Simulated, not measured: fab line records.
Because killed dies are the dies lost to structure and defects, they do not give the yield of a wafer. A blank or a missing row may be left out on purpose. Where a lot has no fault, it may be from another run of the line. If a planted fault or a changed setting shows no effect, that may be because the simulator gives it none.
fab line records	flow n5Finfet
record: lots: 10	wafers: 30	lastDay: 18
route steps=1938 shown BEOL_M4@1111 BEOL_M7@1311 BEOL_M8@1332 PASSIVATION@1936
lots that met no fault: taken from a fault-free run of the same line
startH: hours from the record's first day to the start of the lot's first wafer shown	waitH: hours from the lot's prior step to this one	" identical to the entry in the row above	L1.1+2: one row covering several wafers at once	- value missing, or start not given	* or withheld: withheld	< > ~ a bound
route shown NAME@n: names a module that has steps shown in the file, with the first one's number in the route	usual: mean/standard deviation taken from wafers without a fault	same: alike in all rows	chamber/n: place in a boat	sites: each site's reading	_std_site: their standard deviation	_edge_site: inner sites' mean taken away from outer sites' mean	radiusMm: for every site, how far away it sits from the centre of the wafer	mask NAME#n: copy n	behind: the most recent tool/chamber to have shaped the wafer	hold: why the lot was held/for how many hours/how that ended	device: names the non-switching transistor (n, p or np)	end of line: the tests these same wafers got at the end of their route	a step without rows: its recipe alone	killed: dies lost to structure and defects at the first sort, not the wafer's yield	map: a wafer's dies, x killed, . not, _ none there
set.NAME: setting as actually run; set.NAME@STEP: the setting as run at that earlier step	model.NAME: the simulator's own value behind a step, which no gauge read
route steps across a sampled set of lots; one table per step, one row per wafer
services: from which hour (startH, from the record's first day; less than 0 if before it) a tool's chamber was out of use, for how many hours, and why
== steps ==
step: N5_BEOL_M4_RC_MEAS_101
usual: DIBL_N: 36.0/2.2	DIBL_P: 36.2/2.4	IOFF_N: 0.16/0.035	IOFF_P: 0.21/0.037	ION_N: 672/13	ION_P: 461/7	SS_N: 71.4/0.69	SS_P: 73.2/0.75	VT_N: 250/3.4	VT_P: -251/3
lot.wafer	tool	chamber	startH	waitH	DIBL_N[mV/V]	DIBL_P[mV/V]	IOFF_N[nA/um]	IOFF_P[nA/um]	ION_N[uA/um]	ION_P[uA/um]	SS_N[mV/dec]	SS_P[mV/dec]	VT_N[mV]	VT_P[mV]
L751.1	prober-01	0	205.02	0.0	33.9	34.2	0.12	0.17	659	451	71.3	73.7	252	-257
L751.3	"	0	"	"	35.4	35.7	0.16	0.19	677	457	71.1	73.4	250	-253
L751.5	"	0	"	"	35.7	36.5	0.17	0.21	694	467	70.8	73.6	246	-252
L759.1	prober-01	0	240.70	0.0	38.1	37.4	0.20	0.21	667	455	72.1	73.1	250	-252
L759.3	"	0	"	"	38.7	40.3	0.22	0.26	690	466	71.9	74.4	244	-246
L759.6	"	0	"	"	37.8	39.1	0.19	0.23	677	459	71.7	73.5	248	-252
L760.1	prober-02	0	261.06	0.0	40.6	41.8	0.22	0.27	697	467	72.3	74.2	246	-247
L760.2	"	0	"	"	37.0	38.9	0.14	0.20	661	457	71.7	73.3	254	-249
L760.3	"	0	"	"	39.7	41.3	0.20	0.24	671	457	72.9	74.5	247	-249
L761.3	prober-02	0	264.73	0.3	34.0	32.1	0.13	0.18	666	458	71.1	72.2	253	-250
L761.4	"	0	"	"	36.6	35.7	0.18	0.24	673	470	72.5	73.2	246	-246
L761.6	"	0	"	"	33.7	32.3	0.12	0.18	665	460	70.4	72.5	253	-248
L764.1	prober-01	0	270.87	0.0	37.0	37.3	0.17	0.23	671	464	72.0	73.7	249	-248
L764.4	"	0	"	"	35.4	34.3	0.15	0.19	675	463	71.1	72.8	248	-253
L764.5	"	0	"	"	37.6	37.9	0.19	0.25	684	467	72.0	73.7	248	-249
L768.1	prober-01	0	302.65	0.0	36.3	34.9	0.13	0.19	659	452	71.5	73.4	252	-250
L768.4	"	0	"	"	32.1	30.5	0.09	0.14	651	450	69.7	72.0	258	-256
L768.6	"	0	"	"	32.0	30.6	0.09	0.14	647	452	69.8	71.9	259	-254
L769.2	prober-01	0	304.76	0.2	40.9	41.1	0.26	0.30	700	476	72.6	75.2	243	-247
L769.3	"	0	"	"	38.3	37.2	0.18	0.23	689	466	71.8	73.6	249	-251
L769.6	"	0	"	"	38.9	38.2	0.20	0.24	691	462	71.8	74.7	249	-249
L770.1	prober-02	0	322.04	0.0	35.0	35.2	0.14	0.18	658	455	70.9	72.9	252	-250
L770.3	"	0	"	"	33.6	33.7	0.11	0.16	645	447	70.1	71.8	254	-254
L770.5	"	0	"	"	33.6	34.3	0.12	0.16	649	451	70.0	71.6	255	-253
L772.2	prober-02	0	333.93	0.2	36.0	34.2	0.14	0.21	677	467	71.6	73.0	251	-244
L772.4	"	0	"	"	39.7	38.0	0.20	0.28	687	476	71.6	73.2	247	-243
L772.5	"	0	"	"	38.7	37.5	0.18	0.26	677	471	71.9	73.5	247	-245
L774.1	prober-01	0	341.10	0.0	36.0	35.5	0.14	0.20	676	466	70.8	73.0	251	-249
L774.3	"	0	"	"	37.5	37.4	0.18	0.24	682	473	71.7	73.2	249	-247
L774.4	"	0	"	"	36.2	36.2	0.16	0.21	678	466	71.3	73.0	250	-248
step: N5_BEOL_M7_OCD_MEAS_38
usual: trenchDepthNm: 93.1/1.5
lot.wafer	tool	chamber	startH	waitH	trenchDepthNm
L751.1	ocd-01	-	234.45	-	92.7
L751.3	"	-	"	"	96.6
L751.5	"	-	"	"	95.0
L759.1	ocd-01	-	271.22	-	93.2
L759.3	"	-	"	"	91.1
L759.6	"	-	"	"	91.1
L760.1	ocd-01	-	286.94	-	93.9
L760.2	"	-	"	"	92.4
L760.3	"	-	"	"	91.3
L761.3	ocd-02	-	292.28	-	96.3
L761.4	"	-	"	"	94.7
L761.6	"	-	"	"	94.1
L764.1	ocd-01	-	302.12	-	94.2
L764.4	"	-	"	"	94.4
L764.5	"	-	"	"	95.5
L768.1	ocd-02	-	331.52	-	91.9
L768.4	"	-	"	"	93.0
L768.6	"	-	"	"	94.4
L769.2	ocd-01	-	337.66	-	94.7
L769.3	"	-	"	"	91.9
L769.6	"	-	"	"	91.5
L770.1	ocd-01	-	345.78	-	93.2
L770.3	"	-	"	"	92.9
L770.5	"	-	"	"	94.0
L772.2	ocd-02	-	361.45	-	94.7
L772.4	"	-	"	"	91.8
L772.5	"	-	"	"	91.3
L774.1	ocd-02	-	367.11	-	93.3
L774.3	"	-	"	"	93.2
L774.4	"	-	"	"	91.4
step: N5_BEOL_M7_CD_MEAS_35
recipe: targetCdNm: 40	polarity: opening
usual: cdNm: 40.0/0.6
lot.wafer	tool	chamber	startH	waitH	cdNm
L751.1	cdSem-03	-	234.61	0.0	40.1
L751.3	"	-	"	"	40.3
L751.5	"	-	"	"	40.0
L759.1	cdSem-02	-	271.38	0.0	40.1
L759.3	"	-	"	"	40.8
L759.6	"	-	"	"	39.6
L760.1	cdSem-01	-	287.09	0.0	39.4
L760.2	"	-	"	"	39.2
L760.3	"	-	"	"	39.0
L761.3	cdSem-01	-	292.43	0.0	41.2
L761.4	"	-	"	"	40.3
L761.6	"	-	"	"	40.5
L764.1	cdSem-03	-	302.28	0.0	40.7
L764.4	"	-	"	"	40.2
L764.5	"	-	"	"	40.3
L768.1	cdSem-01	-	331.69	0.0	38.9
L768.4	"	-	"	"	39.9
L768.6	"	-	"	"	39.4
L769.2	cdSem-01	-	337.93	0.0	40.1
L769.3	"	-	"	"	40.0
L769.6	"	-	"	"	40.1
L770.1	cdSem-03	-	345.93	0.0	39.5
L770.3	"	-	"	"	39.5
L770.5	"	-	"	"	39.2
L772.2	cdSem-02	-	361.61	0.0	40.2
L772.4	"	-	"	"	40.5
L772.5	"	-	"	"	40.2
L774.1	cdSem-03	-	367.26	0.0	40.2
L774.3	"	-	"	"	40.7
L774.4	"	-	"	"	38.9
step: N5_BEOL_M7_CMP_52
recipe: stopOn: SiCOH_lowk	tOverpolishS: 6.9	downForcePsi: 1	platenRpm: 50	clearingPlatenDownForcePsi: 1.5	clearingPlatenRpm: 50	postCmpClean: cuAlkaline	targetThkNm: 80	clearingPlatenPadVelocityMS: 0.99484	padVelocityMS: 0.99484
usual: barrierFieldEndpointS: 28.6/0.74	motorCurrentA: 6.0/0.67	overpolishRunS: 6.900/0.0075	timeToEndpointS: 61/3.4
lot.wafer	tool	chamber	startH	waitH	barrierFieldEndpointS	motorCurrentA	overpolishRunS	timeToEndpointS
L751.1	cmp-04	2	236.65	0.4	29.3	6.3	6.889	67
L751.3	"	0	"	"	28.7	7.1	6.898	58
L751.5	"	1	"	"	29.3	5.8	6.908	60
L759.1	cmp-02	3	274.03	0.3	29.1	5.5	6.903	66
L759.3	"	0	"	"	28.9	5.0	6.896	62
L759.6	"	3	"	"	29.0	5.5	6.886	64
L760.3	cmp-04	3	289.14	0.2	27.3	5.5	6.894	59
L760.2	"	1	"	"	27.1	6.0	6.893	57
L760.1	"	2	"	"	28.4	6.4	6.887	61
L761.4	cmp-04	3	294.06	0.1	28.6	5.7	6.908	60
L761.3	"	1	"	"	28.3	6.3	6.892	57
L761.6	"	3	"	"	28.2	5.7	6.898	60
L764.1	cmp-02	2	304.00	0.3	28.9	5.3	6.891	63
L764.4	"	3	"	"	29.7	5.5	6.898	65
L764.5	"	1	"	"	29.8	6.3	6.901	70
L768.1	cmp-04	2	334.09	0.3	29.2	6.3	6.897	62
L768.4	"	3	"	"	28.6	5.3	6.895	60
L768.6	"	1	"	"	28.2	6.1	6.898	58
L769.2	cmp-01	3	341.24	0.3	29.2	6.9	6.897	62
L769.3	"	0	"	"	27.2	5.2	6.894	56
L769.6	"	2	"	"	28.9	6.3	6.898	62
L770.1	cmp-01	3	348.14	0.3	29.4	7.4	6.906	65
L770.3	"	0	"	"	28.7	5.1	6.905	57
L770.5	"	2	"	"	29.6	6.0	6.893	62
L772.4	cmp-02	0	363.70	0.1	28.0	5.1	6.888	59
L772.2	"	2	"	"	27.6	5.1	6.898	58
L772.5	"	0	"	"	28.4	5.3	6.901	61
L774.3	cmp-04	2	370.39	0.3	28.9	6.1	6.893	63
L774.1	"	3	"	"	28.4	5.8	6.896	62
L774.4	"	0	"	"	27.8	6.8	6.901	58
step: N5_BEOL_M8_ILD_DEP_00
recipe: material: SiCOH_lowk	targetThkA: 1797.5	tempC: 300	precursor: DEMS/porogen	pressureTorr: 5	rfW: 500	timeS: 33.4
usual: chamberPressureTorr: 5.000/0.011	heaterPowerOuterW: 158/51	heaterPowerW: 322/75	showerheadPlenumPTorr: 5.746/0.017	throttleValvePct: 13.8/1.1
lot.wafer	tool	chamber	startH	waitH	chamberPressureTorr	heaterPowerOuterW	heaterPowerW	showerheadPlenumPTorr	throttleValvePct
L751.1	pecvd-01	0	237.10	0.0	5.010	165	347	5.779	13.2
L751.3	"	1	"	"	4.996	87	221	5.755	13.8
L751.5	"	1	"	"	4.999	90	227	5.751	13.9
L759.1	pecvd-04	0	274.48	0.0	-	-	-	-	-
L759.3	"	2	"	"	-	-	-	-	-
L759.6	"	0	"	"	-	-	-	-	-
L760.1	pecvd-04	0	289.63	0.0	-	-	-	-	-
L760.2	"	2	"	"	-	-	-	-	-
L760.3	"	1	"	"	-	-	-	-	-
L761.3	pecvd-04	1	294.55	0.0	-	-	-	-	-
L761.4	"	1	"	"	-	-	-	-	-
L761.6	"	2	"	"	-	-	-	-	-
L764.1	pecvd-04	1	304.41	0.0	4.995	131	277	5.726	14.7
L764.4	"	1	"	"	5.001	132	286	5.713	14.6
L764.5	"	0	"	"	5.000	180	333	5.732	13.1
L768.1	pecvd-04	0	334.54	0.0	4.990	169	323	5.742	13.2
L768.4	"	1	"	"	4.989	111	259	5.729	15.0
L768.6	"	0	"	"	4.985	172	316	5.726	13.2
L769.2	pecvd-04	0	341.69	0.0	5.021	140	278	5.754	13.0
L769.3	"	1	"	"	5.002	93	231	5.722	15.2
L769.6	"	2	"	"	5.008	120	254	5.751	13.1
L770.1	pecvd-04	0	348.55	0.0	4.973	180	340	5.737	13.3
L770.3	"	2	"	"	4.990	144	288	5.756	13.2
L770.5	"	0	"	"	4.979	190	345	5.738	13.0
L772.2	pecvd-04	1	364.19	0.0	5.012	103	248	5.715	14.7
L772.4	"	0	"	"	5.003	171	326	5.715	12.9
L772.5	"	1	"	"	5.006	104	255	5.716	14.7
L774.1	pecvd-04	2	370.87	0.0	4.993	102	250	5.758	13.4
L774.3	"	0	"	"	5.011	163	314	5.736	13.3
L774.4	"	2	"	"	4.998	111	250	5.748	13.4
step: N5_BEOL_M8_OCD_MEAS_38
usual: trenchDepthNm: 93.3/1.4
lot.wafer	tool	chamber	startH	waitH	trenchDepthNm
L751.1	ocd-02	-	240.60	-	93.5
L751.3	"	-	"	"	91.3
L751.5	"	-	"	"	93.5
L759.1	ocd-01	-	278.82	-	-
L759.3	"	-	"	"	-
L759.6	"	-	"	"	-
L760.1	ocd-01	-	295.57	-	-
L760.2	"	-	"	"	-
L760.3	"	-	"	"	-
L761.3	ocd-02	-	298.60	-	-
L761.4	"	-	"	"	-
L761.6	"	-	"	"	-
L764.1	ocd-02	-	312.20	-	92.7
L764.4	"	-	"	"	94.0
L764.5	"	-	"	"	93.1
L768.1	ocd-02	-	340.16	-	91.5
L768.4	"	-	"	"	93.0
L768.6	"	-	"	"	92.6
L769.2	ocd-02	-	345.66	-	92.1
L769.3	"	-	"	"	95.7
L769.6	"	-	"	"	92.2
L770.1	ocd-02	-	356.07	-	94.5
L770.3	"	-	"	"	93.9
L770.5	"	-	"	"	92.3
L772.2	ocd-02	-	368.33	-	93.7
L772.4	"	-	"	"	92.2
L772.5	"	-	"	"	95.6
L774.1	ocd-02	-	374.86	-	94.2
L774.3	"	-	"	"	93.9
L774.4	"	-	"	"	95.1
step: N5_PASSIVATION_PROBE_49
usual: defectLimitedYield: 91.2/1.4	killed_at_M0_to_M3: 34/9.4	killed_at_M4_up: 14/5.6	killedAtContacts: 13/7.8	killedAtFrontEnd: 37/10	killedAtOther: 4/3.3	killedDies: 103/17	killedOnRim: 14/3.5	killedOpen: 68/13	killedShort: 33/8.2	sort_bin_5_function: 5.1/0.92	sort_bin_6_memory: 3.3/0.71	sort_bin_8_speed: 0.01/0.043	sortNPass: 1077/17	sortYieldPct: 91.2/1.4
same: grossDies: 1180	killedAtBackSide: 0	sort_bin_4_leakage[%]: 0
lot.wafer	tool	chamber	startH	waitH	defectLimitedYield[%]	killed_at_M0_to_M3	killed_at_M4_up	killedAtContacts	killedAtFrontEnd	killedAtOther	killedDies	killedOnRim	killedOpen	killedShort	sort_bin_5_function[%]	sort_bin_6_memory[%]	sort_bin_8_speed[%]	sortNPass	sortYieldPct[%]
L751.1	prober-02	-	310.47	0.0	88.2	43	12	29	55	0	139	14	95	43	6.5	4.8	0	1041	88.2
L751.3	prober-02	-	310.57	0.1	91.9	31	14	22	28	0	95	16	66	26	4.1	3.6	0	1085	91.9
L751.5	prober-02	-	310.67	0.2	90.6	38	9	20	31	13	111	10	71	40	5.0	4.1	0	1069	90.6
L759.1	prober-02	-	347.14	0.0	0	5	1161	1	12	1	1180	152	12	9	73.0	3.4	0	0	0
L759.3	prober-02	-	347.24	0.1	0	3	1166	1	8	2	1180	152	10	5	70.8	3.5	0	0	0
L759.6	prober-02	-	347.39	0.3	0	7	1164	2	7	0	1180	152	17	3	75.9	2.7	0	0	0
L760.1	prober-01	-	362.77	0.0	0	9	1166	2	3	0	1180	152	8	7	74.4	2.2	0	0	0
L760.2	prober-01	-	362.82	0.1	0	8	1166	4	2	0	1180	152	8	7	73.5	3.7	0	0	0
L760.3	prober-01	-	362.87	0.1	0	7	1156	5	10	2	1180	152	19	8	71.1	3.9	0	0	0
L761.3	prober-02	-	372.64	0.1	0	13	1158	5	4	0	1180	152	20	6	73.6	2.5	0	0	0
L761.4	prober-02	-	372.69	0.2	0	8	1168	1	3	0	1180	152	12	2	72.1	3.6	0	0	0
L761.6	prober-02	-	372.79	0.3	0	6	1166	2	6	0	1180	152	8	8	72.3	3.2	0	0	0
L764.1	prober-02	-	382.95	0.0	91.8	30	20	15	29	3	97	10	66	29	5.4	2.5	0	1083	91.8
L764.4	prober-02	-	383.10	0.2	93.1	30	12	7	30	3	82	17	56	25	4.3	2.5	0	1098	93.1
L764.5	prober-02	-	383.15	0.2	90.0	35	25	8	41	9	118	19	77	37	6.1	3.7	0	1062	90.0
L768.1	prober-01	-	407.89	0.0	88.7	43	12	25	49	4	133	13	72	61	6.6	4.2	0	1047	88.7
L768.4	prober-01	-	408.04	0.2	89.7	35	22	19	37	8	121	11	86	34	5.6	4.3	0.08	1058	89.7
L768.6	prober-01	-	408.14	0.3	86.4	37	12	25	76	10	160	20	107	52	7.1	5.8	0	1020	86.4
L769.2	prober-02	-	412.89	0.1	91.3	32	20	20	27	4	103	11	73	29	5.0	3.6	0	1077	91.3
L769.3	prober-02	-	412.94	0.1	88.6	50	11	19	48	7	135	15	89	46	6.6	4.3	0	1045	88.6
L769.6	prober-02	-	413.09	0.3	91.7	26	17	10	44	1	98	11	60	35	5.1	2.5	0	1082	91.7
L772.2	prober-01	-	441.26	0.3	91.9	51	11	7	26	1	96	10	61	34	5.0	2.9	0	1084	91.9
L772.4	prober-01	-	441.36	0.4	89.1	55	23	16	34	1	129	18	90	28	5.8	4.2	0	1051	89.1
L772.5	prober-01	-	441.41	0.4	87.9	67	12	31	31	2	143	16	104	38	8.0	3.6	0	1037	87.9
killed by level:class
L751.1 MOL_CONTACT_COAG:geometricParticle:open=18 BEOL_M0_SAQP:geometricParticle:open=14 FIN_SAQP:geometricParticle:open=11 MOL_CONTACT_COAG:geometricParticle:short=11 STI_FIN_REVEAL:geometricParticle:open=10 DUMMY_GATE:geometricParticle:open=10 FIN_SAQP:geometricParticle:short=9 BEOL_M2:geometricParticle:open=9
L751.3 MOL_CONTACT_COAG:geometricParticle:open=21 BEOL_M3:geometricParticle:open=9 FIN_SAQP:geometricParticle:short=7 BEOL_M0_SAQP:geometricParticle:open=6 BEOL_M4:geometricParticle:open=6 DUMMY_GATE:geometricParticle:open=4 BEOL_M0_SAQP:geometricParticle:short=4 BEOL_M2:geometricParticle:open=4
L751.5 MOL_CONTACT_COAG:geometricParticle:open=14 MIM_TOP:geometricParticle:short=8 BEOL_M0_SAQP:geometricParticle:open=8 BEOL_M3:geometricParticle:open=8 FIN_SAQP:geometricParticle:open=6 FIN_SAQP:geometricParticle:short=6 MOL_CONTACT_COAG:geometricParticle:short=6 BEOL_M0_SAQP:geometricParticle:short=6
L759.1 BEOL_M8:lostPattern=1153 BEOL_M8:areaDep=6 BEOL_M3:geometricParticle:open=2 STARTING-WAFER:geometricParticle:short=2 STARTING-WAFER:geometricParticle:open=2 FIN_SAQP:geometricParticle:short=1 FIN_SAQP:geometricParticle:open=1 STI_FIN_REVEAL:geometricParticle:short=1
L759.3 BEOL_M8:lostPattern=1162 STI_FIN_REVEAL:geometricParticle:open=4 BEOL_M8:areaDep=3 BEOL_M0_SAQP:geometricParticle:open=2 FIN_CUT:geometricParticle:short=1 PASS1_DEP:geometricParticle:short=1 ILD0:geometricParticle:open=1 MOL_CONTACT_COAG:geometricParticle:short=1
L759.6 BEOL_M8:lostPattern=1153 BEOL_M8:areaDep=7 BEOL_M0_SAQP:geometricParticle:open=3 STI_FIN_REVEAL:geometricParticle:open=2 MOL_CONTACT_COAG:geometricParticle:open=2 BEOL_M1:geometricParticle:open=2 BEOL_M4:geometricParticle:open=2 DUMMY_GATE:geometricParticle:open=1
L760.1 BEOL_M8:lostPattern=1160 BEOL_M8:areaDep=5 BEOL_M2:geometricParticle:short=3 BEOL_M2:geometricParticle:open=2 FIN_SAQP:geometricParticle:open=1 FIN_SAQP:geometricParticle:short=1 ILD0:geometricParticle:open=1 MOL_CONTACT_COAG:geometricParticle:open=1
L760.2 BEOL_M8:lostPattern=1159 BEOL_M8:areaDep=5 MOL_CONTACT_COAG:geometricParticle:open=3 BEOL_M0_SAQP:geometricParticle:short=3 BEOL_M2:geometricParticle:open=2 ILD0:geometricParticle:open=1 DUMMY_GATE:geometricParticle:open=1 MOL_CONTACT_COAG:geometricParticle:short=1
L760.3 BEOL_M8:lostPattern=1147 BEOL_M8:areaDep=6 MOL_CONTACT_COAG:geometricParticle:open=4 FIN_SAQP:geometricParticle:short=3 STI_FIN_REVEAL:geometricParticle:open=2 BEOL_M2:geometricParticle:open=2 FIN_SAQP:geometricParticle:open=1 STI_FIN_REVEAL:geometricParticle:short=1
L761.3 BEOL_M8:lostPattern=1147 BEOL_M8:areaDep=7 BEOL_M0_SAQP:geometricParticle:short=6 MOL_CONTACT_COAG:geometricParticle:open=5 BEOL_M3:geometricParticle:open=3 BEOL_M0_SAQP:geometricParticle:open=2 STI_FIN_REVEAL:geometricParticle:open=1 DUMMY_GATE:geometricParticle:open=1
L761.4 BEOL_M8:lostPattern=1159 BEOL_M8:areaDep=7 BEOL_M0_SAQP:geometricParticle:open=3 BEOL_M2:geometricParticle:open=2 BEOL_M5:geometricParticle:open=2 FIN_SAQP:geometricParticle:open=1 MOL_CONTACT_COAG:geometricParticle:open=1 STARTING-WAFER:geometricParticle:short=1
L761.6 BEOL_M8:lostPattern=1162 FIN_SAQP:geometricParticle:open=2 MOL_CONTACT_COAG:geometricParticle:open=2 BEOL_M0_SAQP:geometricParticle:short=2 BEOL_M0_SAQP:geometricParticle:open=2 BEOL_M2:geometricParticle:open=2 BEOL_M8:areaDep=2 FIN_SAQP:geometricParticle:short=1
L764.1 MOL_CONTACT_COAG:geometricParticle:open=10 BEOL_M4:geometricParticle:open=9 FIN_SAQP:geometricParticle:open=6 BEOL_M1:geometricParticle:open=6 STI_FIN_REVEAL:geometricParticle:open=5 MOL_CONTACT_COAG:geometricParticle:short=5 BEOL_M0_SAQP:geometricParticle:open=5 FIN_SAQP:geometricParticle:short=4
L764.4 BEOL_M3:geometricParticle:open=10 STI_FIN_REVEAL:geometricParticle:open=9 MOL_CONTACT_COAG:geometricParticle:open=7 FIN_SAQP:geometricParticle:short=6 BEOL_M0_SAQP:geometricParticle:open=5 BEOL_M0:geometricParticle:open=4 BEOL_M4:geometricParticle:open=4 GATE_CUT:geometricParticle:short=3
L764.5 BEOL_M4:geometricParticle:open=14 STI_FIN_REVEAL:geometricParticle:open=12 FIN_SAQP:geometricParticle:open=8 BEOL_M3:geometricParticle:open=8 MOL_CONTACT_COAG:geometricParticle:open=7 BEOL_M2:geometricParticle:open=6 BEOL_M0_SAQP:geometricParticle:short=6 BEOL_M0_SAQP:geometricParticle:open=4
L768.1 FIN_SAQP:geometricParticle:short=21 BEOL_M0_SAQP:geometricParticle:short=16 MOL_CONTACT_COAG:geometricParticle:open=16 BEOL_M0_SAQP:geometricParticle:open=13 MOL_CONTACT_COAG:geometricParticle:short=9 STI_FIN_REVEAL:geometricParticle:open=8 BEOL_M3:geometricParticle:open=5 BEOL_M0:geometricParticle:open=5
L768.4 MOL_CONTACT_COAG:geometricParticle:open=16 FIN_SAQP:geometricParticle:open=11 BEOL_M0_SAQP:geometricParticle:open=7 BEOL_M2:geometricParticle:open=7 BEOL_M0_SAQP:geometricParticle:short=6 BEOL_M4:geometricParticle:open=6 FIN_SAQP:geometricParticle:short=5 BEOL_M7:geometricParticle:open=5
L768.6 MOL_CONTACT_COAG:geometricParticle:open=19 FIN_SAQP:geometricParticle:open=18 STI_FIN_REVEAL:geometricParticle:open=16 FIN_SAQP:geometricParticle:short=15 BEOL_M0_SAQP:geometricParticle:open=10 BEOL_M0_SAQP:geometricParticle:short=10 DUMMY_GATE:geometricParticle:open=7 BEOL_M2:geometricParticle:open=7
L769.2 MOL_CONTACT_COAG:geometricParticle:open=17 BEOL_M4:geometricParticle:open=12 BEOL_M3:geometricParticle:open=11 BEOL_M0_SAQP:geometricParticle:short=7 STI_FIN_REVEAL:geometricParticle:open=6 BEOL_M0_SAQP:geometricParticle:open=5 ILD0:geometricParticle:open=4 BEOL_M2:geometricParticle:short=4
L769.3 FIN_SAQP:geometricParticle:open=19 MOL_CONTACT_COAG:geometricParticle:open=15 FIN_SAQP:geometricParticle:short=14 BEOL_M0_SAQP:geometricParticle:short=14 BEOL_M0_SAQP:geometricParticle:open=12 BEOL_M3:geometricParticle:open=11 BEOL_M4:geometricParticle:open=8 PASS1_CAP:geometricParticle:open=5
L769.6 BEOL_M0_SAQP:geometricParticle:open=13 GATE_CUT:geometricParticle:short=10 BEOL_M4:geometricParticle:open=10 MOL_CONTACT_COAG:geometricParticle:open=8 FIN_SAQP:geometricParticle:short=7 FIN_SAQP:geometricParticle:open=5 STI_FIN_REVEAL:geometricParticle:open=4 BEOL_M3:geometricParticle:open=4
L772.2 BEOL_M0_SAQP:geometricParticle:open=14 BEOL_M0_SAQP:geometricParticle:short=12 STI_FIN_REVEAL:geometricParticle:open=8 BEOL_M1:geometricParticle:open=8 BEOL_M3:geometricParticle:open=7 STARTING-WAFER:geometricParticle:short=7 STARTING-WAFER:geometricParticle:open=6 MOL_CONTACT_COAG:geometricParticle:open=5
L772.4 BEOL_M3:geometricParticle:open=15 BEOL_M1:geometricParticle:open=14 MOL_CONTACT_COAG:geometricParticle:open=13 BEOL_M4:geometricParticle:open=11 HKMG_FIN:areaEtch=9 BEOL_M0_SAQP:geometricParticle:short=8 STI_FIN_REVEAL:geometricParticle:open=7 BEOL_M1:geometricParticle:short=7
L772.5 BEOL_M3:geometricParticle:open=31 MOL_CONTACT_COAG:geometricParticle:open=23 STI_FIN_REVEAL:geometricParticle:open=10 MOL_CONTACT_COAG:geometricParticle:short=8 GATE_CUT:geometricParticle:short=7 BEOL_M4:geometricParticle:open=7 BEOL_M1:geometricParticle:open=7 BEOL_M3:geometricParticle:short=7
== services ==
tool	chamber	startH	hours	kind
pecvd-01	2	217.49	2.1	scheduledDown
cmp-04	-	223.01	2.0	repair
pecvd-04	-	224.36	1.5	repair
cmp-02	-	235.91	4.0	pm
cmp-02	-	239.91	-	consumableReplace:conditioner
cmp-02	-	239.91	-	consumableReplace:pad
cmp-04	-	247.92	6.8	repair
cmp-04	-	255.67	2.2	repair
cmp-02	-	264.02	0.6	repair
cmp-02	-	266.06	5.0	pm
cmp-01	-	268.06	1.7	repair
cmp-01	-	271.17	4.0	pm
cmp-02	-	274.28	1.9	repair
pecvd-04	-	305.66	14.0	repair
cmp-01	-	322.99	7.6	pm
cmp-04	-	323.67	4.0	pm
cmp-04	-	327.67	-	consumableReplace:conditioner
cmp-04	-	327.67	-	consumableReplace:pad
cmp-02	-	338.31	0.5	repair
pecvd-01	0	340.13	6.7	repair
cmp-01	-	354.36	4.2	pm
pecvd-04	0	359.54	2.1	scheduledDown
pecvd-04	2	368.09	2.1	scheduledDown
pecvd-01	0	369.92	5.3	repair
== key ==
firstSign: step: N5_BEOL_M8_ILD_DEP_00	reading: toolRecord	direction: missing
effect: step: N5_BEOL_M8_OCD_MEAS_38	reading: trenchDepthNm	direction: missing
effect: step: N5_PASSIVATION_PROBE_49	reading: killed_at_M4_up	direction: up	sigmas: 99+	usual: 14	struck: 1163
metAt N5_BEOL_M8_ILD_DEP_00
struckLots L759,L760,L761
laterRowsLeftOut L759.1,L759.3,L759.6,L760.1,L760.2,L760.3,L761.3,L761.4,L761.6
notActingAt N5_BEOL_M7_OCD_MEAS_38,N5_BEOL_M7_CD_MEAS_35,N5_BEOL_M7_CMP_52
fault: kind: skippedStepWhole	tool: pecvd-04	chamber: -	onsetH: 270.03	steps: N5_BEOL_M8_ILD_DEP_00	scope: struckLotsOnly
laterRowsLeftOut: the simulator's readings of these wafers behind a module that went badly wrong aren't trusted and aren't shown, but for the sort
